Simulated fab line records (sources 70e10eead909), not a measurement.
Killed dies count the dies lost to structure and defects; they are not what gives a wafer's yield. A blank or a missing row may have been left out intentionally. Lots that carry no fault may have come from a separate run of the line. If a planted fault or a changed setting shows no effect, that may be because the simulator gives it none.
The tool behind it: which one?	flow nand-harc	24 lots with 72 wafers sampled at 6 steps, on a route of 1159 steps

## WHAT EACH GAUGE READ, for each wafer
NHARC_P_M1_CD_MEAS_16.
lot	measured	on	cd-nm (nm)
L074	day 6 01:37	cd-sem-01	129.3 130.0 129.1
L075	day 6 01:58	cd-sem-02	129.4 129.9 131.7
L076	day 6 08:43	cd-sem-01	130.1 130.7 130.4
L077	day 6 15:51	cd-sem-01	131.3 131.2 131.5
L078	day 6 16:44	cd-sem-02	130.7 130.0 131.5
L079	day 7 09:19	cd-sem-01	130.4 131.3 130.0
L080	day 7 11:39	cd-sem-03	130.7 131.0 129.7
L081	day 7 21:56	cd-sem-03	129.8 130.0 128.7
L082	day 7 23:06	cd-sem-01	129.3 131.5 130.3
L083	day 7 23:59	cd-sem-01	130.6 131.1 132.0
L084	day 8 12:29	cd-sem-01	131.4 132.0 130.6
L085	day 8 16:54	cd-sem-02	129.7 129.6 130.1
L088	day 9 03:02	cd-sem-01	129.6 129.6 129.3
L086	day 9 06:59	cd-sem-02	130.5 130.1 130.7
L087	day 9 08:08	cd-sem-02	128.5 129.9 130.4
L089	day 9 22:46	cd-sem-03	129.2 129.1 130.0
L091	day 10 05:26	cd-sem-02	129.7 131.8 130.3
L090	day 10 06:05	cd-sem-03	129.5 129.4 129.3
L093	day 10 14:16	cd-sem-01	129.1 130.0 128.6
L092	day 10 15:31	cd-sem-02	129.7 129.3 129.4
L094	day 11 00:55	cd-sem-03	131.3 132.1 132.2
L095	day 11 01:13	cd-sem-03	130.4 129.6 129.8
L096	day 11 15:21	cd-sem-03	129.8 129.7 129.4
L097	day 11 15:46	cd-sem-01	128.1 130.1 130.6

NHARC_P_M1_THK_MEAS_24: measures by xrf.
lot	measured	on	thk-nm (nm)
L074	day 6 03:43	film-metro-01	155.9 159.0 154.7
L075	day 6 04:05	film-metro-02	158.2 158.1 158.4
L076	day 6 10:49	film-metro-02	159.8 160.2 156.4
L077	day 6 17:58	film-metro-01	157.2 157.1 154.9
L078	day 6 18:50	film-metro-02	159.7 157.7 159.2
L079	day 7 11:28	film-metro-01	158.1 156.5 156.4
L080	day 7 13:53	film-metro-01	157.0 159.4 158.7
L081	day 8 00:04	film-metro-01	155.8 156.6 156.8
L082	day 8 01:20	film-metro-02	156.0 157.2 161.1
L083	day 8 02:13	film-metro-02	158.2 157.0 159.0
L084	day 8 14:35	film-metro-01	158.2 160.1 155.5
L085	day 8 19:02	film-metro-02	158.7 157.7 157.2
L088	day 9 05:11	film-metro-02	158.2 157.7 160.1
L086	day 9 09:06	film-metro-01	158.3 156.8 156.8
L087	day 9 10:15	film-metro-02	158.0 155.2 156.4
L089	day 10 00:52	film-metro-02	156.2 155.3 156.0
L091	day 10 07:35	film-metro-01	157.2 159.9 156.3
L090	day 10 08:13	film-metro-01	155.4 156.7 157.7
L093	day 10 16:23	film-metro-01	160.0 158.4 158.3
L092	day 10 17:37	film-metro-02	156.7 155.8 155.2
L094	day 11 03:01	film-metro-01	156.8 159.0 160.2
L095	day 11 03:21	film-metro-01	159.5 158.0 157.9
L096	day 11 17:28	film-metro-02	157.7 160.1 157.8
L097	day 11 17:53	film-metro-01	157.2 158.5 157.3

NHARC_P_M2_CD_MEAS_09: target cd 170 nm.
lot	measured	on	cd-nm (nm)
L074	day 6 05:08	cd-sem-01	169.2 168.9 169.9
L075	day 6 05:49	cd-sem-03	169.3 169.1 168.4
L076	day 6 12:21	cd-sem-03	169.7 169.8 169.7
L077	day 6 19:25	cd-sem-02	170.3 170.5 170.5
L078	day 7 00:09	cd-sem-02	169.8 170.2 170.1
L079	day 7 13:00	cd-sem-03	169.7 169.8 170.3
L080	day 7 15:28	cd-sem-01	170.2 170.5 170.9
L081	day 8 01:49	cd-sem-03	170.0 169.3 169.5
L082	day 8 03:05	cd-sem-02	169.3 169.1 169.9
L083	day 8 03:48	cd-sem-01	169.6 169.9 170.5
L084	day 8 16:02	cd-sem-01	169.9 170.0 169.8
L085	day 8 20:27	cd-sem-02	170.7 169.9 170.0
L088	day 9 06:39	cd-sem-02	168.8 168.8 169.7
L086	day 9 10:38	cd-sem-01	169.5 169.9 169.8
L087	day 9 11:41	cd-sem-02	170.7 169.8 169.7
L089	day 10 02:26	cd-sem-03	168.6 169.3 169.9
L091	day 10 09:01	cd-sem-02	169.7 169.9 170.2
L090	day 10 09:47	cd-sem-01	170.2 170.2 170.6
L093	day 10 17:55	cd-sem-02	169.5 170.5 170.2
L092	day 10 19:02	cd-sem-03	170.9 170.5 170.9
L094	day 11 04:43	cd-sem-03	169.8 169.1 168.9
L095	day 11 05:16	cd-sem-02	169.9 169.7 169.1
L096	day 11 18:52	cd-sem-01	169.4 169.5 169.2
L097	day 11 19:26	cd-sem-02	170.5 170.2 169.8

## TOOL THAT RAN EACH LOT (tool first, then ch and the chambers of the sampled wafers, then the start)
lot	NHARC_P_CONTACT_CVD_23	NHARC_P_M1_DESCUM_14	NHARC_P_M1_ANNEAL_31
L074	cvd-w-02 ch 0,1, day 6 01:19 or earlier	rie-diel-04 ch 0,2,3, day 6 01:19	rtp-anneal-02 ch 0, day 6 03:04
L075	cvd-w-02 ch 0,1, day 6 01:40 or earlier	rie-diel-11 ch 0,1,2, day 6 01:40	rtp-anneal-01 ch 0, day 6 03:26
L076	cvd-w-02 ch 0,1, day 6 08:24 or earlier	rie-diel-10 ch 2,3, day 6 08:24	rtp-anneal-01 ch 0, day 6 10:09
L077	cvd-w-02 ch 0,1, day 6 15:32 or earlier	rie-diel-10 ch 0,1, day 6 15:32	rtp-anneal-01 ch 0, day 6 17:25
L078	cvd-w-02 ch 0,1, day 6 16:26 or earlier	rie-diel-10 ch 1,3, day 6 16:26	rtp-anneal-02 ch 0, day 6 18:11
L079	cvd-w-01 ch 0,1, day 7 08:42 or earlier	rie-diel-10 ch 2,3, day 7 08:42	rtp-anneal-01 ch 0, day 7 10:54
L080	cvd-w-02 ch 0,1, day 7 11:21 or earlier	rie-diel-11 ch 1,2, day 7 11:21	rtp-anneal-02 ch 0, day 7 13:13
L081	cvd-w-02 ch 0,1, day 7 21:39 or earlier	rie-diel-11 ch 0,1, day 7 21:39	rtp-anneal-01 ch 0, day 7 23:25
L082	cvd-w-02 ch 0,1, day 7 22:48 or earlier	rie-diel-11 ch 0,1, day 7 22:48	rtp-anneal-02 ch 0, day 8 00:40
L083	cvd-w-02 ch 0,1, day 7 23:41 or earlier	rie-diel-11 ch 1,2, day 7 23:41	rtp-anneal-02 ch 0, day 8 01:37
L084	cvd-w-02 ch 0,1, day 8 12:11 or earlier	rie-diel-11 ch 0,1,3, day 8 12:11	rtp-anneal-01 ch 0, day 8 13:56
L085	cvd-w-02 ch 0,1, day 8 16:37 or earlier	rie-diel-04 ch 0,1,3, day 8 16:37	rtp-anneal-01 ch 0, day 8 18:23
L088	cvd-w-01 ch 0,1, day 9 01:55 or earlier	rie-diel-04 ch 0,2,3, day 9 01:55	rtp-anneal-02 ch 0, day 9 04:34
L086	cvd-w-01 ch 0,1, day 9 06:40 or earlier	rie-diel-04 ch 0,1,3, day 9 06:40	rtp-anneal-01 ch 0, day 9 08:26
L087	cvd-w-01 ch 1, day 9 07:50 or earlier	rie-diel-04 ch 0,2,3, day 9 07:50	rtp-anneal-01 ch 0, day 9 09:35
L089	cvd-w-01 ch 0,1, day 9 22:26 or earlier	rie-diel-10 ch 1,2, day 9 22:26	rtp-anneal-02 ch 0, day 10 00:22
L091	cvd-w-02 ch 1, day 10 05:08 or earlier	rie-diel-11 ch 2,3, day 10 05:08	rtp-anneal-02 ch 0, day 10 06:55
L090	cvd-w-02 ch 0,1, day 10 05:47 or earlier	rie-diel-10 ch 0,1, day 10 05:47	rtp-anneal-02 ch 0, day 10 07:34
L093	cvd-w-02 ch 0,1, day 10 13:58 or earlier	rie-diel-04 ch 0,1,3, day 10 13:58	rtp-anneal-01 ch 0, day 10 15:44
L092	cvd-w-02 ch 1, day 10 15:10 or earlier	rie-diel-04 ch 1,3, day 10 15:10	rtp-anneal-02 ch 0, day 10 16:58
L094	cvd-w-02 ch 0,1, day 11 00:36 or earlier	rie-diel-10 ch 0,3, day 11 00:36	rtp-anneal-02 ch 0, day 11 02:28
L095	cvd-w-02 ch 0,1, day 11 00:56 or earlier	rie-diel-11 ch 0,2,3, day 11 00:56	rtp-anneal-02 ch 0, day 11 02:48
L096	cvd-w-02 ch 0,1, day 11 15:02 or earlier	rie-diel-11 ch 2,3, day 11 15:02	rtp-anneal-01 ch 0, day 11 16:48
L097	cvd-w-01 ch 0,1, day 11 15:27 or earlier	rie-diel-04 ch 1,2,3, day 11 15:27	rtp-anneal-02 ch 0, day 11 17:13
- NHARC_P_CONTACT_CVD_23: deposits W, target thk 200 nm, time 557 s.
- NHARC_P_M1_DESCUM_14: chemistry O2, time 3 s.
- NHARC_P_M1_ANNEAL_31: time 90 s.

## AS READ BY THE TOOLS THEMSELVES (means over the sampled wafers that have a number; for cases with no such wafer, the mark the record gives instead)
NHARC_P_CONTACT_CVD_23.
lot	tool	heater-power-w (W)	mfc-h2-sccm (sccm)	mfc-wf6-sccm (sccm)	throttle-valve-pct (%)
L074	cvd-w-02	414	1602	40.16	7.99
L075	cvd-w-02	394	1596	39.85	7.89
L076	cvd-w-02	421	1597	40.05	8.00
L077	cvd-w-02	399	1599	40.05	7.81
L078	cvd-w-02	399	1599	39.98	7.65
L079	cvd-w-01	439	1601	40.01	7.68
L080	cvd-w-02	420	1599	40.08	8.01
L081	cvd-w-02	399	1599	40.07	7.64
L082	cvd-w-02	415	1600	39.96	8.14
L083	cvd-w-02	410	1606	40.10	8.10
L084	cvd-w-02	413	1603	40.08	8.10
L085	cvd-w-02	416	1602	39.94	8.06
L088	cvd-w-01	422	1602	40.17	7.69
L086	cvd-w-01	441	1603	39.92	7.93
L087	cvd-w-01	466	1604	39.98	8.00
L089	cvd-w-01	446	1601	40.10	7.78
L091	cvd-w-02	448	1602	40.07	7.73
L090	cvd-w-02	411	1597	40.05	7.64
L093	cvd-w-02	414	1603	40.03	7.64
L092	cvd-w-02	443	1596	40.07	7.75
L094	cvd-w-02	389	1602	40.00	7.80
L095	cvd-w-02	423	1604	40.00	7.75
L096	cvd-w-02	388	1601	40.14	7.72
L097	cvd-w-01	421	1608	39.99	7.80

NHARC_P_M1_DESCUM_14.
lot	tool	chamber-pressure-mTorr (mTorr)	drypump-motor-current-A (A)	oes-product-au (a.u.)	rf-vpp-V (V)	showerhead-plenum-p-Torr (Torr)	throttle-valve-pct (%)
L074	rie-diel-04	59.97	5.8	1.006	58.5	2.00	11.310
L075	rie-diel-11	60.03	5.6	1.006	58.0	1.89	11.308
L076	rie-diel-10	60.04	5.4	1.000	57.4	1.86	11.313
L077	rie-diel-10	59.95	5.3	1.004	57.6	1.98	11.311
L078	rie-diel-10	59.99	5.3	1.001	57.7	1.96	11.309
L079	rie-diel-10	59.93	5.4	1.011	58.0	1.87	11.303
L080	rie-diel-11	59.96	5.5	1.020	58.2	1.86	11.311
L081	rie-diel-11	60.01	5.7	1.012	57.0	1.86	11.304
L082	rie-diel-11	59.99	5.7	1.007	57.0	1.86	11.305
L083	rie-diel-11	60.00	5.5	1.013	57.1	1.86	11.305
L084	rie-diel-11	59.93	5.5	0.993	57.2	1.87	11.312
L085	rie-diel-04	59.98	6.0	1.007	58.8	2.03	11.318
L088	rie-diel-04	60.08	5.8	1.002	59.1	1.99	11.317
L086	rie-diel-04	59.99	6.0	0.997	58.2	2.03	11.309
L087	rie-diel-04	60.03	5.8	0.997	58.3	1.99	11.309
L089	rie-diel-10	60.02	5.2	1.006	58.0	1.98	11.311
L091	rie-diel-11	60.03	5.3	0.993	58.9	1.96	11.314
L090	rie-diel-10	59.97	5.4	1.007	57.8	1.93	11.312
L093	rie-diel-04	59.97	6.0	1.012	58.5	2.03	11.310
L092	rie-diel-04	60.01	6.1	1.003	57.9	2.04	11.316
L094	rie-diel-10	59.94	5.5	1.004	57.6	1.87	11.306
L095	rie-diel-11	60.02	5.5	0.994	57.8	1.94	11.309
L096	rie-diel-11	59.93	5.2	1.003	57.5	1.96	11.314
L097	rie-diel-04	60.00	6.0	1.007	58.0	2.00	11.306

NHARC_P_M1_ANNEAL_31.
lot	tool	anneal-temp-c-max	wafer_temp_C_max
L074	rtp-anneal-02	226.0	225.73
L075	rtp-anneal-01	227.3	226.04
L076	rtp-anneal-01	227.4	226.22
L077	rtp-anneal-01	227.0	226.05
L078	rtp-anneal-02	225.7	226.15
L079	rtp-anneal-01	226.7	226.15
L080	rtp-anneal-02	225.8	225.84
L081	rtp-anneal-01	227.3	226.16
L082	rtp-anneal-02	225.8	225.94
L083	rtp-anneal-02	226.1	226.17
L084	rtp-anneal-01	227.1	226.00
L085	rtp-anneal-01	226.8	225.84
L088	rtp-anneal-02	226.3	225.94
L086	rtp-anneal-01	227.0	226.32
L087	rtp-anneal-01	227.5	226.03
L089	rtp-anneal-02	225.8	225.94
L091	rtp-anneal-02	225.8	226.09
L090	rtp-anneal-02	226.1	225.63
L093	rtp-anneal-01	227.1	225.64
L092	rtp-anneal-02	225.7	225.89
L094	rtp-anneal-02	226.1	225.93
L095	rtp-anneal-02	226.1	225.78
L096	rtp-anneal-01	227.5	225.60
L097	rtp-anneal-02	225.9	225.93

## THE ANSWER, worked out from the rows above alone
Rule: the lots themselves supply what counts as usual. Put in order of their means at a reading, lots are off if they are a third of the lots or fewer, leave a main group of 4 or more, and stand apart from it by a gap of 3 or more times the standard deviation of the main group's means; of several such gaps the widest counts. A main group whose means are all the same, to the digits that the tables above print for the reading, isn't used. Also off: a lot with no number at a reading for which 4 or more lots have one. Any other lot the step has rows for is counted as sound. First the gauges in route order, then the tools' own readings, where a lot's mean is used as printed above. The first step at which some lot is off is used, and at that step the reading that is off furthest; a lot without a number counts as furthest.
No lot is off on any of the readings shown, so nothing can be concluded from this.

## WHAT WAS PUT IN BY THE SIMULATOR
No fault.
